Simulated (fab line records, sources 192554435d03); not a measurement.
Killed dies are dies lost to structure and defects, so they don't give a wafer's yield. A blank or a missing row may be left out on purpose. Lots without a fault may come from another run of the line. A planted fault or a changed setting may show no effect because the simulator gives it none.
fab line records | flow n5_finfet
record lots=7 wafers=39
route steps=1938 shown FIN_CUT@173 DUMMY_GATE@228 HKMG_FIN@435
start_h: hours from the record's first day to the start of the lot's first wafer shown | wait_h: hours since the lot's step before | " the same as in the row above | L1.1+2: a row that stands for several wafers | - no value, or no start given | * or withheld: withheld | < > ~ a bound
route shown NAME@n: a module of which the file shows steps, and the number in the route of the first | usual: mean/standard deviation of fault-free wafers | same: alike in all rows | chamber/n: place in a boat | sites: the reading at each site | _std_site: their standard deviation | _edge_site: outer sites' mean less inner sites' | radius_mm: how far each site lies from the wafer's centre | mask NAME#n: copy n | behind: the tool/chamber that last shaped the wafer | hold: why the lot was held/for how many hours/how that ended | device: the transistor (n, p or np) that didn't switch | end of line: the same wafers' tests at the end of the route | a step without rows: its recipe alone | killed: dies lost to structure and defects at the first sort, not the wafer's yield | map: a wafer's dies, x killed, . not, _ none there
set.NAME: the setting as run; set.NAME@STEP: as run at that earlier step | model.NAME: the simulator's own value behind a step, which no gauge read
lots whose settings were changed on purpose; a table a step, a row a wafer
## steps
# step N5_FIN_CUT_CUT_ETCH_26
# recipe chemistry=CH3F/O2 target=SiNx target_depth_a=390 mask_material=SOC time_s=55.7 pressure_mtorr=30 source_w=395 bias_w=73 Ar_flow_sccm=150 CH3F_flow_sccm=30 O2_flow_sccm=20 ion_energy_ev=120
# columns lot.wafer tool chamber start_h wait_h set.time_s model.etch.depth_nm model.SOC_of_FIN_CUT_COAT_18.thk_nm
L079.1 rie_diel-02 2 58.12 0.0 55.7 37.83 211.8
L079.2 " 3 " " 55.7 39.19 210.6
L079.5 " 3 " " 55.7 39.24 211.2
L081.1 rie_diel-02 2 69.71 0.0 63.32 42.82 209.4
L081.2 " 1 " " 55.7 37.98 212
L081.3 " 0 " " 55.7 38.03 212.4
L081.4 " 1 " " 63.32 43.2 209.6
L081.5 " 2 " " 55.7 37.68 212
L081.6 " 0 " " 63.32 42.96 209.4
L087.1 rie_diel-05 2 106.45 0.0 66.2 46.07 207.4
L087.2 " 0 " " 66.2 44.62 208.2
L087.3 " 3 " " 55.7 38.78 211.6
L087.4 " 1 " " 55.7 38.09 211.8
L087.5 " 1 " " 55.7 38.32 211.4
L087.6 " 2 " " 66.2 45.99 208
L088.1 rie_diel-01 2 111.85 0.0 55.7 38.32 211.8
L088.2 " 3 " " 55.7 39.06 211.4
L088.3 " 0 " " 55.7 39.64 211.4
L088.4 " 1 " " 55.7 38.76 212.4
L088.5 " 1 " " 55.7 39.17 211.8
L088.6 " 0 " " 55.7 39.35 211.8
L089.1 rie_diel-01 0 118.66 0.0 55.7 39.6 212.4
L089.2 " 3 " " 55.7 39.25 211.8
L089.3 " 1 " " 55.7 38.85 212.2
L089.4 " 2 " " 55.7 38.51 213.4
L089.5 " 3 " " 55.7 39.19 212.6
L089.6 " 2 " " 55.7 38.36 213.6
L091.1 rie_diel-01 3 129.67 0.0 55.7 39.18 211.6
L091.2 " 2 " " 55.7 38.58 212
L091.3 " 0 " " 55.7 39.31 211.2
L091.4 " 1 " " 55.7 38.86 211.2
L091.5 " 0 " " 55.7 39.29 210.4
L091.6 " 1 " " 55.7 38.53 211.2
L094.1 rie_diel-01 0 146.87 0.0 47.48 33.84 215.2
L094.2 " 1 " " 55.7 38.79 213.2
L094.3 " 2 " " 55.7 38.22 213.2
L094.4 " 0 " " 47.48 33.55 214.8
L094.5 " 2 " " 47.48 32.68 216
L094.6 " 1 " " 55.7 38.78 213.2
# step N5_FIN_CUT_CUT_ETCH_27
# recipe chemistry=CHF3/O2 target=SiO2 target_depth_a=40 mask_material=SOC overetch_a=20 time_s=4.9 pressure_mtorr=30 source_w=650 bias_w=170 Ar_flow_sccm=200 CHF3_flow_sccm=50 O2_flow_sccm=5 ion_energy_ev=200
# columns lot.wafer tool chamber start_h wait_h set.time_s@FIN_CUT_CUT_ETCH_26 model.SOC_of_FIN_CUT_COAT_18.thk_nm
L079.1 rie_diel-02 2 58.16 0.0 55.7 208.2
L079.2 " 3 " " 55.7 206.6
L079.5 " 3 " " 55.7 207.4
L081.1+4 rie_diel-02 2,1 69.75 0.0 63.32 205.8
L081.2+5 " 1,2 " " 55.7 208.4
L081.3 " 0 " " 55.7 208.8
L081.6 " 0 " " 63.32 205.6
L087.1 rie_diel-05 2 106.50 0.0 66.2 203.6
L087.2 " 0 " " 66.2 204.4
L087.3 " 3 " " 55.7 207.8
L087.4 " 1 " " 55.7 208
L087.5 " 1 " " 55.7 207.6
L087.6 " 2 " " 66.2 204.2
L088.1 rie_diel-01 2 111.89 0.0 55.7 208
L088.2+3 " 3,0 " " 55.7 207.6
L088.4 " 1 " " 55.7 208.6
L088.5+6 " 1,0 " " 55.7 207.8
L089.1 rie_diel-01 0 118.70 0.0 55.7 208.6
L089.2 " 3 " " 55.7 208
L089.3 " 1 " " 55.7 208.4
L089.4 " 2 " " 55.7 209.6
L089.5 " 3 " " 55.7 208.8
L089.6 " 2 " " 55.7 209.8
L091.1 rie_diel-01 3 129.71 0.0 55.7 207.8
L091.2 " 2 " " 55.7 208
L091.3+6 " 0,1 " " 55.7 207.4
L091.4 " 1 " " 55.7 207.2
L091.5 " 0 " " 55.7 206.6
L094.1 rie_diel-01 0 146.91 0.0 47.48 211.4
L094.2+6 " 1 " " 55.7 209.2
L094.3 " 2 " " 55.7 209.6
L094.4 " 0 " " 47.48 211
L094.5 " 2 " " 47.48 212.2
# step N5_DUMMY_GATE_EXPOSE_12
# recipe mask_id=GATE na=0.33 source_shape=annular sigma_inner=0.2 sigma_outer=0.6 polarization=unpolarized target_cd_nm=25 dose_mj=34
# columns lot.wafer tool chamber start_h wait_h mask set.dose_mj
L079.1+2+5 euv_scanner-01 0 75.93 - GATE#0 34
L081.1+2+3 euv_scanner-01 0 88.03 - GATE#0 33.17
L081.4+5+6 " 0 " " GATE#0 34
L087.1+2+3 euv_scanner-02 0 124.10 - GATE#0 34.88
L087.4+5+6 " 0 " " GATE#0 34
L088.1+3+5 euv_scanner-01 0 131.03 - GATE#0 36.2
L088.2+4+6 " 0 " " GATE#0 34
L089.1+3+5 euv_scanner-01 0 136.53 - GATE#0 35.6
L089.2+4+6 " 0 " " GATE#0 34
L091.1+4+6 euv_scanner-01 0 150.95 - GATE#0 34
L091.2+3+5 " 0 " " GATE#0 35.74
L094.1+3+5 euv_scanner-01 0 166.41 - GATE#0 34
L094.2+4+6 " 0 " " GATE#0 35.68
# step N5_DUMMY_GATE_PEB_13
# recipe peb_temp_c=100 peb_time_s=60 resist=CAR-EUV
# step N5_DUMMY_GATE_DEVELOP_14
# recipe develop_time_s=30 developer=TMAH resist=CAR-EUV rinse_liquid=surfactant_rinse dry=air_spin dev_temp_c=23
# step N5_DUMMY_GATE_CD_MEAS_15
# recipe target_cd_nm=25.8 landing_energy_ev=500 detector=se_inlens
# usual cd_nm=24.99/0.22
# columns lot.wafer tool chamber start_h wait_h set.dose_mj@DUMMY_GATE_EXPOSE_12 cd_nm
L079.1 cd_sem-02 0 76.05 - 34 24.86
L079.2 " 0 " " 34 25.31
L079.5 " 0 " " 34 24.97
L081.1 cd_sem-03 0 88.16 - 33.17 25.72
L081.2 " 0 " " 33.17 25.38
L081.3 " 0 " " 33.17 25.59
L081.4 " 0 " " 34 24.94
L081.5 " 0 " " 34 24.71
L081.6 " 0 " " 34 25.16
L087.1 cd_sem-03 0 124.22 - 34.88 24.39
L087.2 " 0 " " 34.88 24.75
L087.3 " 0 " " 34.88 24.67
L087.4 " 0 " " 34 24.97
L087.5 " 0 " " 34 25.19
L087.6 " 0 " " 34 24.77
L088.1 cd_sem-02 0 131.16 - 36.2 24.43
L088.2 " 0 " " 34 25.31
L088.3 " 0 " " 36.2 24.06
L088.4 " 0 " " 34 25.14
L088.5 " 0 " " 36.2 23.50
L088.6 " 0 " " 34 25.08
L089.1 cd_sem-02 0 136.65 - 35.6 23.89
L089.2 " 0 " " 34 25.13
L089.3 " 0 " " 35.6 23.79
L089.4 " 0 " " 34 25.02
L089.5 " 0 " " 35.6 24.10
L089.6 " 0 " " 34 24.97
L091.1 cd_sem-03 0 151.08 - 34 25.29
L091.2 " 0 " " 35.74 24.09
L091.3 " 0 " " 35.74 23.84
L091.4 " 0 " " 34 24.95
L091.5 " 0 " " 35.74 24.14
L091.6 " 0 " " 34 25.14
L094.1 cd_sem-01 0 166.54 - 34 24.91
L094.2 " 0 " " 35.68 24.24
L094.3 " 0 " " 34 24.81
L094.4 " 0 " " 35.68 24.06
L094.5 " 0 " " 34 24.81
L094.6 " 0 " " 35.68 23.80
# step N5_DUMMY_GATE_STRIP_38
# recipe chemistry=N2/H2 temp_c=40 n2_flow_sccm=200 h2_flow_sccm=200 rf_frequency_hz=6e+07
# step N5_DUMMY_GATE_STRIP_39
# recipe chemistry=N2/H2 temp_c=40 n2_flow_sccm=200 h2_flow_sccm=200 rf_frequency_hz=6e+07
# step N5_DUMMY_GATE_TRIM_49
# recipe chemistry=O2 resist=SOC time_s=29 target_cd_nm=14 source_power_w=300 bias_power_w=0 O2_flow_sccm=100 temp_c=20
# columns lot.wafer tool chamber start_h wait_h set.dose_mj@DUMMY_GATE_EXPOSE_12 model.DUMMY_GATE.cd_nm
L079.1 rie_si-04 3 76.41 0.0 34 14.2
L079.2 " 2 " " 34 13.8
L079.5 " 0 " " 34 14
L081.1 rie_si-03 1 88.52 0.0 33.17 14.8
L081.2 " 0 " " 33.17 14.4
L081.3 " 3 " " 33.17 15
L081.4+5 " 2 " " 34 14
L081.6 " 1 " " 34 14.2
L087.1+3 rie_si-05 3,0 124.58 0.0 34.88 13.4
L087.2 " 2 " " 34.88 14
L087.4 " 1 " " 34 14.6
L087.5 " 0 " " 34 14
L087.6 " 1 " " 34 14.4
L088.1 rie_si-03 3 131.52 0.0 36.2 13.2
L088.2 " 1 " " 34 14.4
L088.3+5 " 0 " " 36.2 12.4
L088.4+6 " 2,1 " " 34 14.2
L089.1 rie_si-04 2 137.01 0.0 35.6 12.6
L089.2+4 " 3,1 " " 34 14
L089.3 " 0 " " 35.6 12.8
L089.5 " 2 " " 35.6 13
L089.6 " 3 " " 34 13.8
L091.1 rie_si-05 0 151.44 0.0 34 14.4
L091.2+5 " 3 " " 35.74 13.6
L091.3 " 2 " " 35.74 13.2
L091.4 " 1 " " 34 14.6
L091.6 " 2 " " 34 14.8
L094.1 rie_si-03 2 166.90 0.0 34 14.4
L094.2 " 3 " " 35.68 13
L094.3+5 " 0,1 " " 34 14.2
L094.4 " 1 " " 35.68 13.4
L094.6 " 2 " " 35.68 12.6
# step N5_DUMMY_GATE_STRIP_40
# recipe chemistry=CF4 resist=SiARC power_w=300 bias_power_w=75 pressure_mtorr=50 cf4_flow_sccm=150 rf_frequency_hz=6e+07
# step N5_DUMMY_GATE_CD_MEAS_50
# recipe target_cd_nm=14
# usual cd_nm=14.0/0.41
# columns lot.wafer tool chamber start_h wait_h set.dose_mj@DUMMY_GATE_EXPOSE_12 cd_nm
L079.1 cd_sem-02 - 76.56 0.0 34 14.3
L079.2 " - " " 34 13.7
L079.5 " - " " 34 14.1
L081.1 cd_sem-03 - 88.67 0.0 33.17 14.6
L081.2 " - " " 33.17 14.2
L081.3 " - " " 33.17 15.3
L081.4 " - " " 34 14.1
L081.5 " - " " 34 13.9
L081.6 " - " " 34 14.2
L087.1 cd_sem-03 - 124.73 0.0 34.88 13.3
L087.2 " - " " 34.88 13.9
L087.3 " - " " 34.88 13.7
L087.4 " - " " 34 14.6
L087.5 " - " " 34 13.7
L087.6 " - " " 34 14.5
L088.1 cd_sem-02 - 131.80 0.0 36.2 13.3
L088.2 " - " " 34 14.2
L088.3 " - " " 36.2 12.4
L088.4 " - " " 34 14.1
L088.5 " - " " 36.2 12.7
L088.6 " - " " 34 14.5
L089.1 cd_sem-02 - 137.16 0.0 35.6 12.6
L089.2 " - " " 34 14.2
L089.3 " - " " 35.6 13.0
L089.4 " - " " 34 14.3
L089.5 " - " " 35.6 12.8
L089.6 " - " " 34 14.0
L091.1 cd_sem-01 - 151.59 0.0 34 14.2
L091.2 " - " " 35.74 13.9
L091.3 " - " " 35.74 13.6
L091.4 " - " " 34 14.5
L091.5 " - " " 35.74 13.4
L091.6 " - " " 34 14.9
L094.1 cd_sem-02 - 167.05 0.0 34 14.4
L094.2 " - " " 35.68 12.7
L094.3 " - " " 34 13.9
L094.4 " - " " 35.68 13.3
L094.5 " - " " 34 14.1
L094.6 " - " " 35.68 12.6
# step N5_DUMMY_GATE_ETCH_31
# recipe chemistry=C4F6/O2 target=SiO2 mask_material=SOC target_depth_a=825 time_s=27.5 ion_energy_ev=250 pressure_mtorr=30 source_w=345 bias_w=185 Ar_flow_sccm=300 C4F6_flow_sccm=10 O2_flow_sccm=10
# step N5_DUMMY_GATE_STRIP_41
# recipe chemistry=O2 power_w=400 temp_c=40 pressure_mtorr=30 rf_frequency_hz=6e+07 bias_power_w=0 overash_fraction=0.3 o2_flow_sccm=225
# step N5_DUMMY_GATE_ETCH_32
# recipe chemistry=CF4 target=SiO2 target_depth_a=35 time_s=3.9 ion_energy_ev=350 pressure_mtorr=10 icp_w=800 bias_w=400 cf4_flow_sccm=80
# step N5_DUMMY_GATE_ETCH_23
# recipe chemistry=HBr/Cl2/O2 HBr_flow_sccm=150 Cl2_flow_sccm=80 O2_flow_sccm=12 bias_w=102 target_depth_a=410 time_s=22.3 target=poly-Si mask_material=SiO2 pressure_mtorr=10 icp_w=800
# step N5_DUMMY_GATE_ETCH_44
# recipe chemistry=HBr/O2 over_etch_frac=0.7 target_depth_a=1275 stop_on=SiO2 ion_energy_ev=60 bias_w=20 target=poly-Si mask_material=SiO2 pressure_mtorr=20 icp_w=400 HBr_flow_sccm=120 O2_flow_sccm=10
# columns lot.wafer tool chamber start_h wait_h set.dose_mj@DUMMY_GATE_EXPOSE_12 model.DUMMY_GATE.cd_nm
L079.1+5 rie_si-03 0,3 76.94 0.0 34 15.2
L079.2 " 1 " " 34 14.6
L081.1 rie_si-04 0 89.11 0.0 33.17 16
L081.2 " 2 " " 33.17 15.4
L081.3 " 3 " " 33.17 16.4
L081.4+6 " 1,2 " " 34 15.4
L081.5 " 3 " " 34 15.2
L087.1+3 rie_si-05 1,3 125.11 0.0 34.88 14.4
L087.2 " 0 " " 34.88 15
L087.4 " 2 " " 34 15.6
L087.5 " 2 " " 34 14.8
L087.6 " 3 " " 34 15.4
L088.1 rie_si-04 0 132.19 0.0 36.2 14.2
L088.2+6 " 1,2 " " 34 15.4
L088.3+5 " 2,3 " " 36.2 13.6
L088.4 " 3 " " 34 15.2
L089.1 rie_si-03 1 137.54 0.0 35.6 13.6
L089.2 " 2 " " 34 15.6
L089.3 " 0 " " 35.6 14
L089.4 " 3 " " 34 15.2
L089.5 " 0 " " 35.6 14.2
L089.6 " 1 " " 34 15
L091.1 rie_si-03 0 151.97 0.0 34 15.2
L091.2 " 3 " " 35.74 14.8
L091.3 " 2 " " 35.74 14.4
L091.4 " 1 " " 34 15.8
L091.5 " 0 " " 35.74 14.6
L091.6 " 1 " " 34 16
L094.1 rie_si-05 3 167.43 0.0 34 15.6
L094.2 " 2 " " 35.68 14
L094.3 " 0 " " 34 15.4
L094.4 " 1 " " 35.68 14.6
L094.5 " 2 " " 34 15.2
L094.6 " 3 " " 35.68 13.8
# step N5_DUMMY_GATE_CD_MEAS_24
# recipe target_cd_nm=15
# usual cd_nm=15.2/0.45
# columns lot.wafer tool chamber start_h wait_h set.dose_mj@DUMMY_GATE_EXPOSE_12 cd_nm
L079.1 cd_sem-02 - 77.05 0.1 34 15.1
L079.2 " - " " 34 14.6
L079.5 " - " " 34 14.9
L081.1 cd_sem-01 - 89.22 0.1 33.17 16.1
L081.2 " - " " 33.17 15.5
L081.3 " - " " 33.17 16.3
L081.4 " - " " 34 15.6
L081.5 " - " " 34 15.2
L081.6 " - " " 34 15.6
L087.1 cd_sem-01 - 125.22 0.1 34.88 14.4
L087.2 " - " " 34.88 15.1
L087.3 " - " " 34.88 14.6
L087.4 " - " " 34 15.7
L087.5 " - " " 34 15.0
L087.6 " - " " 34 15.9
L088.1 cd_sem-02 - 132.31 0.1 36.2 14.0
L088.2 " - " " 34 15.7
L088.3 " - " " 36.2 14.1
L088.4 " - " " 34 15.1
L088.5 " - " " 36.2 13.5
L088.6 " - " " 34 15.3
L089.1 cd_sem-02 - 137.65 0.1 35.6 13.7
L089.2 " - " " 34 15.0
L089.3 " - " " 35.6 13.9
L089.4 " - " " 34 15.2
L089.5 " - " " 35.6 14.6
L089.6 " - " " 34 15.1
L091.1 cd_sem-03 - 152.08 0.1 34 15.2
L091.2 " - " " 35.74 14.7
L091.3 " - " " 35.74 14.4
L091.4 " - " " 34 15.6
L091.5 " - " " 35.74 14.5
L091.6 " - " " 34 16.0
L094.1 cd_sem-02 - 167.54 0.1 34 15.9
L094.2 " - " " 35.68 13.6
L094.3 " - " " 34 15.6
L094.4 " - " " 35.68 14.6
L094.5 " - " " 34 15.4
L094.6 " - " " 35.68 13.6
# step N5_HKMG_FIN_ETCH_32
# recipe chemistry=N2/H2 target=SOC target_depth_a=2400 temp_c=40 time_s=300 ion_energy_ev=200 mask_material=SiARC pressure_mtorr=30 source_w=840 bias_w=150 n2_flow_sccm=200 h2_flow_sccm=200
# columns lot.wafer tool chamber start_h wait_h set.target_depth_a model.etch.depth_nm model.HKMG_FIN.feature_depth_nm model.SiARC_of_HKMG_FIN_COAT_30.thk_nm
L079.1 rie_diel-03 1 105.40 0.0 2400 242 242 20.8
L079.2 " 3 " " 2400 243.7 243.6 21
L079.5 " 3 " " 2400 242.1 242 21.2
L081.1 rie_diel-03 1 115.50 0.0 2110 215 215 22.6
L081.2 " 3 " " 2400 245.9 245.8 21
L081.3 " 0 " " 2400 243.7 243.6 21
L081.4 " 2 " " 2400 242 242 21
L081.5 " 2 " " 2110 212.2 212.2 22.8
L081.6 " 1 " " 2110 215.8 215.8 22.6
L087.1 rie_diel-06 2 151.26 0.0 2400 243.1 243 21
L087.2 " 3 " " 2594 269.3 269.2 19.4
L087.3 " 0 " " 2594 259.5 259.6 20.2
L087.4 " 1 " " 2400 251.5 251.6 20.4
L087.5 " 0 " " 2594 261.5 261.6 20
L087.6 " 3 " " 2400 250.9 250.8 20.4
L088.1 rie_diel-03 1 164.88 0.0 2400 243.7 243.6 20.6
L088.2 " 0 " " 2400 240.7 240.6 21.2
L088.3 " 3 " " 2400 243.8 243.8 21
L088.4 " 2 " " 2400 239.6 239.6 21.2
L088.5 " 0 " " 2400 242.7 242.8 21
L088.6 " 1 " " 2400 244.9 245 20.6
L089.1 rie_diel-04 1 167.18 0.0 2488 246.1 246.2 20.6
L089.2 " 2 " " 2400 230.9 230.8 21.4
L089.3 " 0 " " 2400 235.1 235 21.6
L089.4 " 1 " " 2400 238.6 238.6 21.2
L089.5 " 0 " " 2488 247.4 247.4 20.8
L089.6 " 2 " " 2488 240.3 240.4 21
L091.1 rie_diel-06 3 179.88 0.0 2400 246.1 246 20.6
L091.2 " 1 " " 2400 246 246 20.6
L091.3 " 0 " " 2263 224.4 224.4 22
L091.4 " 2 " " 2400 242.5 242.4 21
L091.5 " 1 " " 2263 229.7 229.6 21.6
L091.6 " 0 " " 2263 226.2 226.2 22
L094.1 rie_diel-04 3 199.88 0.0 2316 230.8 230.8 21.8
L094.2 " 1 " " 2400 238.2 238.2 21.2
L094.3 " 0 " " 2400 238.6 238.6 21.4
L094.4 " 2 " " 2316 223 223 22
L094.5 " 2 " " 2400 232 232 21.6
L094.6 " 3 " " 2316 230.3 230.4 22
## key
split step=N5_FIN_CUT_CUT_ETCH_26 setting=time_s stated=55.7 by=wafer
response step=N5_FIN_CUT_CUT_ETCH_26 reading=model.etch.depth_nm change=+0.371 per=1% r=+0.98
response step=N5_FIN_CUT_CUT_ETCH_26 reading=model.SOC_of_FIN_CUT_COAT_18.thk_nm change=-0.182 per=1% r=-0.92
response step=N5_FIN_CUT_CUT_ETCH_27 reading=model.SOC_of_FIN_CUT_COAT_18.thk_nm change=-0.186 per=1% r=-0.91
split step=N5_DUMMY_GATE_EXPOSE_12 setting=dose_mj stated=34 by=wafer
response step=N5_DUMMY_GATE_CD_MEAS_15 reading=cd_nm change=-0.197 per=1% r=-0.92
response step=N5_DUMMY_GATE_TRIM_49 reading=model.DUMMY_GATE.cd_nm change=-0.246 per=1% r=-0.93
response step=N5_DUMMY_GATE_CD_MEAS_50 reading=cd_nm change=-0.236 per=1% r=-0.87
response step=N5_DUMMY_GATE_ETCH_44 reading=model.DUMMY_GATE.cd_nm change=-0.244 per=1% r=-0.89
response step=N5_DUMMY_GATE_CD_MEAS_24 reading=cd_nm change=-0.253 per=1% r=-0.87
split step=N5_HKMG_FIN_ETCH_32 setting=target_depth_a stated=2400 by=wafer
response step=N5_HKMG_FIN_ETCH_32 reading=model.etch.depth_nm change=+2.39 per=1% r=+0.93
response step=N5_HKMG_FIN_ETCH_32 reading=model.HKMG_FIN.feature_depth_nm change=+2.39 per=1% r=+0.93
response step=N5_HKMG_FIN_ETCH_32 reading=model.SiARC_of_HKMG_FIN_COAT_30.thk_nm change=-0.136 per=1% r=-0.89
